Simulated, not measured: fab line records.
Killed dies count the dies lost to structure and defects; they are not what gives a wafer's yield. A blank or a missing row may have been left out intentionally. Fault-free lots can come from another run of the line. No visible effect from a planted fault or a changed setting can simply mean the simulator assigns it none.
fab line records	flow n5Finfet
[record] lots = 6	wafers = 18	lastDay = 17
route steps=1938 shown HKMG_FIN@430 BEOL_M4@1111 PASSIVATION@1936
lots untouched by any fault: they come from a run of this same line in which no faults occurred
startH: the number of hours between the record's first day and the start of the first shown wafer of the lot	waitH: hours from the lot's prior step to this one	" identical to the entry in the row above	L1.1+2: a single row standing in for several wafers	- no value, or no start was given	* or withheld: withheld	< > ~ a bound
route shown NAME@n: a module of which the file shows steps, and the number in the route of the first	usual: average and standard deviation across the fault-free wafers	same: alike in all rows	chamber/n: place in a boat	sites: each site's reading	_std_site: their standard deviation	_edge_site: the outer-site mean with the inner-site mean subtracted	radiusMm: how far each site lies from the wafer's centre	mask NAME#n: copy n	behind: the tool/chamber that last shaped the wafer	hold: what put the lot on hold/how long, in hours/how the hold closed	device: the n, p or np transistor that did not switch	end of line: at the end of the route, the tests of the same wafers	step lacking rows: just its recipe	killed: dies lost to structure and defects at the first sort, not the wafer's yield	map: a wafer's dies, x killed, . not, _ none there
set.NAME: setting as actually run; set.NAME@STEP: the setting as run at that earlier step	model.NAME: the simulator's own value behind a step, which no gauge read
lots seen at some steps along the route; tables by step, rows by wafer
services: from which hour (startH, from the record's first day; less than 0 if before it) a tool's chamber was out of use, for how many hours, and why
[[steps]]
[step N5_HKMG_FIN_CD_MEAS_12]
[recipe] targetCdNm = 92.8	landingEnergyEv = 500	detector = seInlens
[usual] cdNm = 92.9/0.65
lot.wafer	tool	chamber	startH	waitH	cdNm
L111.1	cdSem-03	0	87.21	-	93.8
L111.2	"	0	"	"	93.6
L111.4	"	0	"	"	91.7
L114.2	cdSem-03	0	107.33	-	92.0
L114.3	"	0	"	"	93.0
L114.6	"	0	"	"	92.6
L120.1	cdSem-01	0	152.49	-	92.8
L120.2	"	0	"	"	93.8
L120.6	"	0	"	"	93.6
L126.1	cdSem-02	0	176.49	-	93.6
L126.3	"	0	"	"	93.6
L126.5	"	0	"	"	93.7
L129.1	cdSem-02	0	195.63	-	92.4
L129.2	"	0	"	"	93.0
L129.5	"	0	"	"	92.6
L130.1	cdSem-03	0	201.85	-	92.7
L130.2	"	0	"	"	92.3
L130.3	"	0	"	"	92.0
[step N5_HKMG_FIN_OVL_MEAS_13]
[recipe] pointsPerWafer = 44
[usual] NWFM_OVL = 0.0/0.67
lot.wafer	tool	chamber	startH	waitH	NWFM_OVL[nm]
L111.1	overlay-02	0	87.24	0.0	-1.6
L111.2	"	0	"	"	-0.3
L111.4	"	0	"	"	0.3
L114.2	overlay-02	0	107.36	0.0	0.6
L114.3	"	0	"	"	0.6
L114.6	"	0	"	"	0.2
L120.1	overlay-02	0	152.52	0.0	0.4
L120.2	"	0	"	"	0.0
L120.6	"	0	"	"	0.4
L126.1	overlay-02	0	176.52	0.0	-0.2
L126.3	"	0	"	"	-1.7
L126.5	"	0	"	"	-1.0
L129.1	overlay-01	0	195.66	0.0	-0.6
L129.2	"	0	"	"	0.6
L129.5	"	0	"	"	-0.6
L130.1	overlay-02	0	201.88	0.0	0.8
L130.2	"	0	"	"	0.1
L130.3	"	0	"	"	0.8
[step N5_HKMG_FIN_INSPECT_14]
[recipe] mode = adi	inspectInstrument = macro
[usual] rawDefectCount = 2.2/1.4
lot.wafer	tool	chamber	startH	waitH	rawDefectCount
L111.1	defectInspect-02	-	87.27	0.0	0
L111.2	"	-	"	"	3
L111.4	"	-	"	"	2
L114.2	defectInspect-02	-	107.39	0.0	2
L114.3	"	-	"	"	0
L114.6	"	-	"	"	4
L120.1	defectInspect-02	-	152.55	0.0	2
L120.2	"	-	"	"	2
L120.6	"	-	"	"	3
L126.1	defectInspect-01	-	176.54	0.0	2
L126.3	"	-	"	"	3
L126.5	"	-	"	"	3
L129.1	defectInspect-01	-	195.69	0.0	3
L129.2	"	-	"	"	3
L129.5	"	-	"	"	6
L130.1	defectInspect-01	-	201.90	0.0	3
L130.2	"	-	"	"	5
L130.3	"	-	"	"	2
[step N5_HKMG_FIN_DESCUM_17]
[recipe] chemistry = O2	timeS = 7.9	sourcePowerW = 50	biasPowerW = 20	pressureMtorr = 20	rfFrequencyHz = 2.712e+07	tempC = 40	resist = CAR-ArF	o2FlowSccm = 225
[step N5_HKMG_FIN_ETCH_31]
[recipe] chemistry = CF4	target = SiARC	targetDepthA = 455	maskMaterial = CAR-ArF	timeS = 75.8	ionEnergyEv = 80	pressureMtorr = 40	sourceW = 545	biasW = 36	Ar_flow_sccm = 100	cf4FlowSccm = 100	ends = cleared
[step N5_HKMG_FIN_ETCH_32]
[recipe] chemistry = N2/H2	target = SOC	targetDepthA = 2400	tempC = 40	timeS = 300	ionEnergyEv = 200	maskMaterial = SiARC	pressureMtorr = 30	sourceW = 840	biasW = 150	n2FlowSccm = 200	h2FlowSccm = 200
[usual] drypumpMotorCurrentA = 5.8/0.6	oesProductAu = 0.77/0.072	rfVppV = 522.8/2.2	showerheadPlenumPTorr = 2.51/0.074	throttleValvePct = 17.86/0.16
lot.wafer	tool	chamber	startH	waitH	drypumpMotorCurrentA	oesProductAu	rfHoursCounterH	rfVppV	showerheadPlenumPTorr	throttleValvePct
L111.1	rieDiel-01	3	87.39	0.0	5.9	0.71	223	524.9	2.62	17.79
L111.2	"	0	"	"	6.2	0.70	226	520.6	2.42	17.90
L111.4	"	1	"	"	5.3	0.76	142	523.6	2.54	17.99
L114.2	rieDiel-05	3	107.51	0.0	6.7	0.73	177	520.1	2.42	18.00
L114.3	"	1	"	"	5.9	0.89	37	523.6	2.50	17.97
L114.6	"	1	"	"	5.9	0.90	-	522.2	2.50	17.97
L120.1	rieDiel-05	2	152.91	0.0	5.6	0.79	128	522.3	2.54	17.68
L120.2	"	3	"	"	6.7	0.72	195	519.5	2.41	18.05
L120.6	"	0	"	"	5.3	0.67	-	527.1	2.63	18.02
L126.1	rieDiel-06	2	176.71	0.1	5.3	0.83	63	521.6	2.48	17.58
L126.3	"	2	"	"	5.3	0.83	-	522.3	2.48	17.58
L126.5	"	2	"	"	5.3	0.84	-	521.1	2.48	17.58
L129.1	rieDiel-01	1	195.81	0.0	5.3	0.73	181	522.4	2.53	18.06
L129.2	"	2	"	"	6.7	0.76	174	524.1	2.54	17.81
L129.5	"	1	"	"	5.3	0.73	-	523.6	2.53	18.05
L130.1	rieDiel-06	0	202.03	0.0	6.3	0.72	170	521.2	2.44	17.99
L130.2	"	2	"	"	5.3	0.82	75	521.3	2.47	17.59
L130.3	"	3	"	"	4.8	0.77	144	520.9	2.45	17.89
[step N5_HKMG_FIN_STRIP_33]
[recipe] chemistry = N2/H2	tempC = 40	n2FlowSccm = 200	h2FlowSccm = 200	rfFrequencyHz = 6e+07
[step N5_HKMG_FIN_STRIP_34]
[recipe] chemistry = CF4	resist = SiARC	powerW = 300	biasPowerW = 75	pressureMtorr = 50	cf4FlowSccm = 150	rfFrequencyHz = 6e+07
[usual] drypumpMotorCurrentA = 5.8/0.59	oesProductAu = 0.76/0.061	rfVppV = 270.6/1.4	showerheadPlenumPTorr = 1.77/0.05	throttleValvePct = 13.57/0.2
lot.wafer	tool	chamber	startH	waitH	drypumpMotorCurrentA	oesProductAu	rfHoursCounterH	rfVppV	showerheadPlenumPTorr	throttleValvePct
L111.1	rieDiel-01	3	87.58	0.0	5.9	0.70	223	270.5	1.84	13.67
L111.2	"	0	"	"	6.2	0.69	226	269.0	1.70	13.51
L111.4	"	1	"	"	5.2	0.76	142	271.4	1.79	13.76
L114.2	rieDiel-05	3	107.70	0.0	6.7	0.74	178	270.5	1.72	13.75
L114.3	"	1	"	"	6.0	0.87	37	270.1	1.75	13.51
L114.6	"	1	"	"	6.0	0.87	-	271.2	1.75	13.46
L120.1	rieDiel-05	2	153.10	0.0	5.6	0.78	128	272.8	1.80	13.54
L120.2	"	3	"	"	6.7	0.72	195	270.2	1.71	13.78
L120.6	"	0	"	"	5.3	0.69	-	272.3	1.85	13.75
L126.1	rieDiel-06	2	177.00	0.0	5.3	0.83	63	269.0	1.74	13.24
L126.3	"	2	"	"	5.3	0.83	-	272.4	1.74	13.24
L126.5	"	2	"	"	5.3	0.83	-	270.0	1.75	13.24
L129.1	rieDiel-01	1	196.00	0.0	5.3	0.73	181	269.8	1.78	13.85
L129.2	"	2	"	"	6.7	0.75	175	269.7	1.80	13.63
L129.5	"	1	"	"	5.3	0.73	-	270.9	1.78	13.85
L130.1	rieDiel-06	0	202.22	0.0	6.4	0.73	171	268.6	1.72	13.83
L130.2	"	2	"	"	5.3	0.82	75	269.9	1.74	13.25
L130.3	"	3	"	"	4.8	0.75	144	270.4	1.71	13.48
[step N5_HKMG_FIN_ETCH_35]
[recipe] chemistry = N2/H2	target = SOC	targetDepthA = 2158	ionEnergyEv = 65	biasW = 5	sourceW = 3000	timeS = 243.4	pressureMtorr = 30	n2FlowSccm = 200	h2FlowSccm = 200
[usual] drypumpMotorCurrentA = 5.8/0.6	oesProductAu = 0.77/0.072	rfVppV = 141.3/0.94	showerheadPlenumPTorr = 2.51/0.074	throttleValvePct = 17.87/0.16
lot.wafer	tool	chamber	startH	waitH	drypumpMotorCurrentA	oesProductAu	rfHoursCounterH	rfVppV	showerheadPlenumPTorr	throttleValvePct
L111.1	rieDiel-01	3	87.60	0.0	5.9	0.71	223	142.2	2.62	17.78
L111.2	"	0	"	"	6.2	0.70	226	140.4	2.42	17.89
L111.4	"	1	"	"	5.3	0.76	142	142.4	2.54	18.01
L114.2	rieDiel-05	3	107.72	0.0	6.7	0.73	178	139.8	2.42	18.02
L114.3	"	1	"	"	5.9	0.89	37	141.6	2.50	17.97
L114.6	"	1	"	"	6.0	0.89	-	140.8	2.50	17.97
L120.1	rieDiel-05	2	153.12	0.0	5.6	0.78	128	141.4	2.54	17.72
L120.2	"	3	"	"	6.7	0.72	195	141.8	2.41	18.04
L120.6	"	0	"	"	5.3	0.67	-	140.8	2.63	18.00
L126.1	rieDiel-06	2	177.03	0.0	5.3	0.84	64	141.6	2.48	17.59
L126.3	"	2	"	"	5.3	0.84	-	140.8	2.48	17.58
L126.5	"	2	"	"	5.3	0.83	-	141.4	2.48	17.60
L129.1	rieDiel-01	1	196.02	0.0	5.3	0.72	181	142.1	2.53	18.06
L129.2	"	2	"	"	6.7	0.75	175	140.7	2.54	17.83
L129.5	"	1	"	"	5.2	0.73	-	143.3	2.52	18.08
L130.1	rieDiel-06	0	202.24	0.0	6.4	0.72	171	141.3	2.44	18.03
L130.2	"	2	"	"	5.3	0.82	75	141.0	2.47	17.61
L130.3	"	3	"	"	4.8	0.77	144	140.9	2.45	17.90
[step N5_HKMG_FIN_STRIP_92]
[recipe] chemistry = N2/H2	material = SOC	timeS = 20	powerW = 500	tempC = 40	pressureMtorr = 50	rfFrequencyHz = 6e+07	biasPowerW = 8	h2Frac = 0.5	n2FlowSccm = 300	h2FlowSccm = 300
[usual] drypumpMotorCurrentA = 5.8/0.6	oesProductAu = 0.77/0.071	rfVppV = 54.1/0.86	showerheadPlenumPTorr = 3.32/0.094	throttleValvePct = 19.07/0.26
lot.wafer	tool	chamber	startH	waitH	drypumpMotorCurrentA	oesProductAu	rfHoursCounterH	rfVppV	showerheadPlenumPTorr	throttleValvePct
L111.1	rieDiel-01	3	87.75	0.1	5.9	0.71	223	53.4	3.45	18.78
L111.2	"	0	"	"	6.2	0.71	226	55.0	3.20	19.59
L111.4	"	1	"	"	5.3	0.76	142	53.9	3.36	18.97
L114.2	rieDiel-05	3	107.87	0.1	6.7	0.74	178	54.7	3.20	19.22
L114.3	"	1	"	"	6.0	0.89	37	52.9	3.30	19.32
L114.6	"	1	"	"	5.9	0.89	-	53.7	3.30	19.31
L120.1	rieDiel-05	2	153.27	0.1	5.6	0.78	128	53.4	3.35	18.84
L120.2	"	3	"	"	6.7	0.73	195	54.6	3.19	19.27
L120.6	"	0	"	"	5.3	0.67	-	54.5	3.47	19.21
L126.1	rieDiel-06	2	177.25	0.1	5.3	0.82	64	55.4	3.27	18.74
L126.3	"	2	"	"	5.3	0.83	-	53.4	3.27	18.74
L126.5	"	2	"	"	5.2	0.83	-	53.2	3.27	18.76
L129.1	rieDiel-01	1	196.17	0.1	5.3	0.73	182	53.3	3.34	19.05
L129.2	"	2	"	"	6.7	0.76	175	53.5	3.36	18.93
L129.5	"	1	"	"	5.3	0.73	-	53.2	3.34	19.04
L130.1	rieDiel-06	0	202.39	0.1	6.5	0.74	171	54.4	3.22	18.88
L130.2	"	2	"	"	5.3	0.82	75	55.1	3.27	18.76
L130.3	"	3	"	"	4.8	0.77	144	53.9	3.25	19.25
[step N5_HKMG_FIN_WET_ETCH_18]
[recipe] chemistry = SC1	target = TiN	mix = 1:1:5	tempC = *	timeS = 55	targetDepthNm = 5.2	dry = ipaMarangoni	rinseTimeS = 30	rinseTempC = 23
[step N5_HKMG_FIN_STRIP_19]
[recipe] chemistry = N2/H2	powerW = 2500	tempC = 300	h2Frac = 0.65	timeS = 360	pressureMtorr = withheld	n2FlowSccm = 1750	h2FlowSccm = 3250
[usual] drypumpMotorCurrentA = 5.7/0.44	heaterPowerW = 439/32
lot.wafer	tool	chamber	startH	waitH	drypumpMotorCurrentA	heaterPowerW	rfHoursCounterH
L111.1	plasmaAsher-01	0	87.90	0.0	5.6	469	89
L111.2	"	1	"	"	6.3	448	89
L111.4	"	1	"	"	6.3	447	-
L114.2	plasmaAsher-02	0	108.02	0.0	5.4	446	42
L114.3	"	1	"	"	5.1	376	-
L114.6	"	0	"	"	5.4	463	-
L120.1	plasmaAsher-01	1	153.42	0.0	6.3	445	101
L120.2	"	0	"	"	5.6	451	101
L120.6	"	0	"	"	5.6	457	-
L126.1	plasmaAsher-01	1	177.43	0.0	6.3	434	107
L126.3	"	1	"	"	6.3	432	-
L126.5	"	1	"	"	6.3	449	-
L129.1	plasmaAsher-02	1	196.32	0.0	5.1	371	59
L129.2	"	0	"	"	5.4	466	59
L129.5	"	1	"	"	5.1	382	-
L130.1	plasmaAsher-01	0	202.53	0.0	5.6	452	113
L130.2	"	1	"	"	6.3	447	113
L130.3	"	0	"	"	5.6	458	-
[step N5_HKMG_FIN_ALD_91]
[recipe] material = TiN	targetThkA = 10	tempC = 400	aldPrecursorFamily = TiCl4	aldCoReactant = NH3	pulseTimeS = 1	purgeTimeS = 3	coReactantPurgeTimeS = 2	coReactantPulseTimeS = 2	aldCycles = 47	pressureTorr = 3
[usual] coReactantPulseTimeS = 2/0	heaterPowerW = 858/120	precursorPulseHeightRel = 1.001/0.02
[same] coReactantPurgeTimeS = 2	purgeTimeS = 3
lot.wafer	tool	chamber	startH	waitH	coReactantPulseTimeS	heaterPowerW	precursorPulseHeightRel
L111.1	aldMetal-04	3	88.29	0.3	2	934	0.966
L111.2	"	0	"	"	2	941	1.015
L111.4	"	2	"	"	2	840	0.974
L114.2	aldMetal-03	1	108.40	0.3	2	738	0.972
L114.3	"	0	"	"	2	1078	1.015
L114.6	"	3	"	"	2	839	1.037
L120.1	aldMetal-03	1	153.80	0.3	2	737	0.985
L120.2	"	0	"	"	2	1046	1.007
L120.6	"	2	"	"	2	914	1.028
L126.1	aldMetal-04	0	177.81	0.3	2	930	0.981
L126.3	"	1	"	"	2	808	1.001
L126.5	"	3	"	"	2	934	0.992
L129.1	aldMetal-04	1	196.70	0.3	2	796	0.979
L129.2	"	2	"	"	2.4313	861	1.017
L129.5	"	3	"	"	2	969	0.983
L130.1	aldMetal-04	3	202.91	0.3	2	915	1.021
L130.2	"	0	"	"	2.4313	920	1.003
L130.3	"	1	"	"	2	784	0.977
[step N5_HKMG_FIN_COAT_85]
[recipe] resist = SOC	tempC = 250	timeS = 60	spinRpm = 1500	resistThkNm = 300
[step N5_BEOL_M4_RC_MEAS_101]
[usual] DIBL_N = 36.5/2	DIBL_P = 36.5/2.3	IOFF_N = 0.16/0.036	IOFF_P = 0.21/0.037	ION_N = 672/12	ION_P = 459/7.1	SS_N = 71.6/0.73	SS_P = 73.4/0.76	VT_N = 250/3.3	VT_P = -250.5/2.9
lot.wafer	tool	chamber	startH	waitH	DIBL_N[mV/V]	DIBL_P[mV/V]	IOFF_N[nA/um]	IOFF_P[nA/um]	ION_N[uA/um]	ION_P[uA/um]	SS_N[mV/dec]	SS_P[mV/dec]	VT_N[mV]	VT_P[mV]
L111.1	prober-01	0	186.23	0.0	35.3	33.7	0.12	0.17	656	450	70.8	72.3	253	-253.3
L111.2	"	0	"	"	38.8	37.1	0.19	0.23	669	453	71.4	73.3	246	-249.2
L111.4	"	0	"	"	34.1	31.7	0.11	0.15	666	463	70.5	71.3	253	-252.2
L114.2	prober-01	0	195.08	0.2	33.8	33.6	0.12	0.17	663	459	70.6	72.7	254	-252.6
L114.3	"	0	"	"	33.8	33.8	0.13	0.18	676	461	70.0	73.0	251	-252.3
L114.6	"	0	"	"	34.6	33.9	0.13	0.17	670	459	70.1	73.0	255	-252.6
L120.1	prober-02	0	260.12	0.0	35.7	36.0	0.14	0.21	675	461	70.8	73.1	252	-249.6
L120.2	"	0	"	"	35.5	34.8	0.14	0.19	663	462	70.7	73.2	252	-251.4
L120.6	"	0	"	"	36.1	35.6	0.15	0.21	667	464	71.2	72.3	250	-248.3
L126.1	prober-01	0	280.17	0.0	36.2	34.6	0.16	0.19	672	456	71.8	74.1	247	-253.7
L126.3	"	0	"	"	34.5	32.5	0.12	0.16	665	454	71.2	72.4	255	-256.7
L126.5	"	0	"	"	35.0	33.4	0.13	0.17	671	459	70.8	72.3	249	-251.9
L130.1	prober-01	0	297.09	0.1	36.4	36.7	0.16	0.22	673	460	71.3	73.1	250	-250.8
L130.2	"	0	"	"	39.6	40.7	0.23	0.29	694	467	72.8	74.5	243	-244.4
L130.3	"	0	"	"	34.6	35.0	0.13	0.18	672	457	71.8	72.6	252	-252.3
L129.1	prober-02	0	297.75	0.0	35.9	35.4	0.14	0.17	673	456	71.2	73.2	253	-256.2
L129.2	"	0	"	"	36.1	36.0	0.13	0.19	661	454	71.7	72.7	255	-254.7
L129.5	"	0	"	"	37.2	37.3	0.16	0.20	682	459	71.3	73.0	251	-253.5
[step N5_PASSIVATION_PROBE_49]
[usual] defectLimitedYield = 91.4/1.4	killed_at_M0_to_M3 = 33/11	killed_at_M4_up = 13/5.3	killedAtContacts = 13/6.1	killedAtFrontEnd = 40/11	killedAtOther = 2.9/2.7	killedDies = 102/17	killedOnRim = 14/4.2	killedOpen = 68/13	killedShort = 32/7.5	sort_bin_5_function = 5.1/0.98	sort_bin_6_memory = 3.2/0.69	sortNPass = 1077/21	sortYieldPct = 91.3/1.7
[same] grossDies = 1180	killedAtBackSide = 0	sort_bin_4_leakage[%] = 0	sort_bin_8_speed[%] = 0
lot.wafer	tool	chamber	startH	waitH	defectLimitedYield[%]	killed_at_M0_to_M3	killed_at_M4_up	killedAtContacts	killedAtFrontEnd	killedAtOther	killedDies	killedOnRim	killedOpen	killedShort	sort_bin_5_function[%]	sort_bin_6_memory[%]	sortNPass	sortYieldPct[%]
L111.1	prober-01	-	305.52	0.0	92.5	31	13	14	29	1	88	11	56	32	4.2	2.9	1092	92.5
L111.2	prober-01	-	305.57	0.1	91.9	32	6	18	31	9	96	9	66	28	4.3	3.6	1084	91.9
L111.4	prober-01	-	305.67	0.2	90.8	35	13	19	39	3	109	20	77	28	5.5	2.9	1071	90.8
L114.2	prober-02	-	316.22	0.1	88.2	32	14	18	73	2	139	17	101	37	7.2	4.3	1041	88.2
L114.3	prober-02	-	316.27	0.1	91.0	25	12	10	51	8	106	10	68	37	5.5	3.1	1074	91.0
L114.6	prober-02	-	316.42	0.3	89.0	55	6	12	55	2	130	21	97	33	6.8	4.2	1050	89.0
L120.1	prober-02	-	390.28	0.0	91.9	34	8	19	30	4	95	15	66	28	4.7	3.1	1085	91.9
L120.2	prober-02	-	390.33	0.1	92.6	33	5	10	36	3	87	15	57	25	3.7	3.2	1093	92.6
L120.6	prober-02	-	390.53	0.3	89.7	59	4	17	40	2	122	7	70	48	5.4	4.7	1058	89.7
L126.1	prober-01	-	399.58	0.0	89.2	62	24	10	31	1	128	15	86	42	6.4	4.0	1052	89.2
L126.3	prober-01	-	399.68	0.1	88.0	37	28	9	66	2	142	14	94	46	6.5	5.3	1038	88.0
L126.5	prober-01	-	399.78	0.2	92.8	27	10	16	26	6	85	13	56	27	4.7	2.2	1095	92.8
L129.1	prober-01	-	408.97	0.0	92.3	34	9	18	21	9	91	10	68	22	4.6	3.1	1089	92.3
L129.2	prober-01	-	409.02	0.1	90.3	53	9	16	33	4	115	18	84	30	5.3	4.2	1065	90.3
L129.5	prober-01	-	409.17	0.2	90.4	45	20	21	26	1	113	11	82	28	6.1	3.3	1067	90.4
L130.1	prober-02	-	411.20	0.0	91.9	20	9	10	55	1	95	12	58	34	4.2	3.3	1085	91.9
L130.2	prober-02	-	411.25	0.1	91.4	35	8	13	37	8	101	7	63	37	5.3	3.0	1079	91.4
L130.3	prober-02	-	411.30	0.1	91.9	34	15	13	29	4	95	13	61	34	4.6	3.1	1085	91.9
// killed by level:class
L111.1 MOL_CONTACT_COAG:geometricParticle:open=11 FIN_SAQP:geometricParticle:open=10 BEOL_M3:geometricParticle:open=9 FIN_SAQP:geometricParticle:short=6 BEOL_M1:geometricParticle:open=5 STARTING-WAFER:geometricParticle:short=4 BEOL_M4:geometricParticle:open=4 ILD0:geometricParticle:open=3
L111.2 MOL_CONTACT_COAG:geometricParticle:open=18 BEOL_M3:geometricParticle:open=11 FIN_SAQP:geometricParticle:open=8 MIM_TOP:geometricParticle:short=5 FIN_SAQP:geometricParticle:short=4 STI_FIN_REVEAL:geometricParticle:open=4 BEOL_M0_SAQP:geometricParticle:short=4 BEOL_M0:geometricParticle:open=4
L111.4 FIN_SAQP:geometricParticle:open=20 MOL_CONTACT_COAG:geometricParticle:open=16 BEOL_M1:geometricParticle:open=9 FIN_SAQP:geometricParticle:short=8 BEOL_M2:geometricParticle:open=7 BEOL_M3:geometricParticle:open=5 BEOL_M4:geometricParticle:open=5 BEOL_M0:geometricParticle:short=4
L114.2 FIN_SAQP:geometricParticle:open=27 STI_FIN_REVEAL:geometricParticle:open=17 MOL_CONTACT_COAG:geometricParticle:open=15 FIN_SAQP:geometricParticle:short=10 BEOL_M2:geometricParticle:open=9 BEOL_M3:geometricParticle:open=7 DUMMY_GATE:geometricParticle:open=5 BEOL_M0_SAQP:geometricParticle:short=5
L114.3 FIN_SAQP:geometricParticle:open=22 BEOL_M0_SAQP:geometricParticle:open=9 STI_FIN_REVEAL:geometricParticle:open=7 FIN_SAQP:geometricParticle:short=6 BEOL_M0_SAQP:geometricParticle:short=6 MOL_CONTACT_COAG:geometricParticle:open=5 MOL_CONTACT_COAG:geometricParticle:short=5 BEOL_M4:geometricParticle:short=4
L114.6 STI_FIN_REVEAL:geometricParticle:open=18 BEOL_M2:geometricParticle:open=16 BEOL_M0_SAQP:geometricParticle:open=14 MOL_CONTACT_COAG:geometricParticle:open=11 GATE_CUT:geometricParticle:short=7 BEOL_M2:geometricParticle:short=7 BEOL_M3:geometricParticle:open=7 FIN_SAQP:geometricParticle:open=6
L120.1 MOL_CONTACT_COAG:geometricParticle:open=17 BEOL_M0_SAQP:geometricParticle:open=15 FIN_SAQP:geometricParticle:open=7 BEOL_M0_SAQP:geometricParticle:short=7 FIN_SAQP:geometricParticle:short=6 BEOL_M2:geometricParticle:open=5 BEOL_M7:geometricParticle:open=5 STI_FIN_REVEAL:geometricParticle:open=4
L120.2 BEOL_M0_SAQP:geometricParticle:open=13 FIN_SAQP:geometricParticle:open=9 MOL_CONTACT_COAG:geometricParticle:open=8 BEOL_M0_SAQP:geometricParticle:short=7 FIN_SAQP:geometricParticle:short=5 GATE_CUT:geometricParticle:open=5 BEOL_M1:geometricParticle:open=5 GATE_CUT:geometricParticle:short=4
L120.6 BEOL_M0_SAQP:geometricParticle:open=17 BEOL_M0_SAQP:geometricParticle:short=14 MOL_CONTACT_COAG:geometricParticle:open=9 GATE_CUT:geometricParticle:short=8 FIN_SAQP:geometricParticle:open=7 MOL_CONTACT_COAG:geometricParticle:short=7 BEOL_M1:geometricParticle:open=6 BEOL_M2:geometricParticle:open=6
L126.1 BEOL_M0_SAQP:geometricParticle:short=15 BEOL_M0_SAQP:geometricParticle:open=15 MOL_CONTACT_COAG:geometricParticle:open=9 BEOL_M3:geometricParticle:open=9 BEOL_M4:geometricParticle:open=9 FIN_SAQP:geometricParticle:open=8 STI_FIN_REVEAL:geometricParticle:open=8 BEOL_M2:geometricParticle:open=7
L126.3 STI_FIN_REVEAL:geometricParticle:open=16 BEOL_M4:geometricParticle:open=14 FIN_SAQP:geometricParticle:short=13 FIN_SAQP:geometricParticle:open=12 BEOL_M0_SAQP:geometricParticle:open=10 GATE_CUT:geometricParticle:short=8 MOL_CONTACT_COAG:geometricParticle:open=8 BEOL_M0_SAQP:geometricParticle:short=7
L126.5 MOL_CONTACT_COAG:geometricParticle:open=11 BEOL_M0_SAQP:geometricParticle:open=8 BEOL_M4:geometricParticle:open=7 MOL_CONTACT_COAG:geometricParticle:short=5 STI_FIN_REVEAL:geometricParticle:open=4 STARTING-WAFER:geometricParticle:open=4 PASS1_CAP:geometricParticle:short=4 DUMMY_GATE:geometricParticle:open=3
L129.1 MOL_CONTACT_COAG:geometricParticle:open=17 STI_FIN_REVEAL:geometricParticle:open=9 BEOL_M0_SAQP:geometricParticle:open=9 BEOL_M0_SAQP:geometricParticle:short=6 PASS1_CAP:geometricParticle:open=6 BEOL_M1:geometricParticle:open=5 BEOL_M2:geometricParticle:open=4 BEOL_M3:geometricParticle:open=4
L129.2 BEOL_M2:geometricParticle:open=14 MOL_CONTACT_COAG:geometricParticle:open=12 BEOL_M1:geometricParticle:open=12 STI_FIN_REVEAL:geometricParticle:open=11 BEOL_M0_SAQP:geometricParticle:open=10 BEOL_M0_SAQP:geometricParticle:short=8 DUMMY_GATE:geometricParticle:open=5 BEOL_M3:geometricParticle:open=4
L129.5 MOL_CONTACT_COAG:geometricParticle:open=17 BEOL_M4:geometricParticle:open=11 BEOL_M0_SAQP:geometricParticle:short=9 BEOL_M1:geometricParticle:open=9 BEOL_M2:geometricParticle:open=8 BEOL_M0_SAQP:geometricParticle:open=7 BEOL_M3:geometricParticle:open=6 STI_FIN_REVEAL:geometricParticle:open=5
L130.1 FIN_SAQP:geometricParticle:open=16 FIN_SAQP:geometricParticle:short=11 MOL_CONTACT_COAG:geometricParticle:open=9 DUMMY_GATE:geometricParticle:open=8 BEOL_M1:geometricParticle:open=6 BEOL_M0_SAQP:geometricParticle:short=5 STI_FIN_REVEAL:geometricParticle:open=4 BEOL_M0_SAQP:geometricParticle:open=4
L130.2 BEOL_M1:geometricParticle:open=16 MOL_CONTACT_COAG:geometricParticle:open=12 FIN_SAQP:geometricParticle:short=11 FIN_SAQP:geometricParticle:open=8 STI_FIN_REVEAL:geometricParticle:open=7 STI_FIN_REVEAL:geometricParticle:short=5 PASS1_CAP:geometricParticle:short=5 BEOL_M1:geometricParticle:short=4
L130.3 BEOL_M1:geometricParticle:open=11 FIN_SAQP:geometricParticle:short=9 BEOL_M2:geometricParticle:open=9 MOL_CONTACT_COAG:geometricParticle:open=8 BEOL_M4:geometricParticle:open=7 FIN_SAQP:geometricParticle:open=6 BEOL_M0_SAQP:geometricParticle:open=6 MOL_CONTACT_COAG:geometricParticle:short=5
[[services]]
tool	chamber	startH	hours	kind
rieDiel-06	1	78.17	4.5	repair
rieDiel-05	-	88.48	0.2	repair
rieDiel-05	2	106.14	16.1	repair
rieDiel-05	1	116.27	3.7	repair
aldMetal-04	-	121.19	1.0	repair
rieDiel-06	2	128.59	2.3	repair
plasmaAsher-01	-	132.64	4.5	repair
rieDiel-01	0	153.21	-	clean
rieDiel-01	0	153.21	-	consumableReplace:focusRing
rieDiel-01	0	153.21	-	consumableReplace:showerhead
rieDiel-01	0	153.21	21.3	scheduledDown
rieDiel-01	0	153.21	21.3	ventCycle
rieDiel-05	0	156.68	4.6	repair
plasmaAsher-02	-	172.77	8.9	repair
rieDiel-06	1	173.05	-	clean
rieDiel-06	1	173.05	-	consumableReplace:focusRing
rieDiel-06	1	173.05	16.4	scheduledDown
rieDiel-06	1	173.05	16.4	ventCycle
rieDiel-06	0	176.57	2.9	repair
rieDiel-01	3	183.44	7.2	repair
rieDiel-01	3	190.78	-	clean
rieDiel-01	3	190.78	-	consumableReplace:esc
aldMetal-03	2	193.46	5.1	repair
rieDiel-06	1	199.25	14.5	repair
[[key]]
[firstSign] step = N5_HKMG_FIN_ALD_91	reading = coReactantPulseTimeS	direction = up	sigmas = 99+	usual = *	struck = *
effect none on later readings
metAt N5_HKMG_FIN_ALD_91
struckWafers L129.2,L130.2
onsetBetween 177.81 196.70
[fault] kind = processParameterDrift	tool = aldMetal-04	chamber = -	onsetH = 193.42	steps = N5_HKMG_FIN_ALD_91	channel = coReactantPulseTimeS	offset = *	shape = step	endH = 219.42	scope = struckWafersOnly	actsIn = *	stated = *
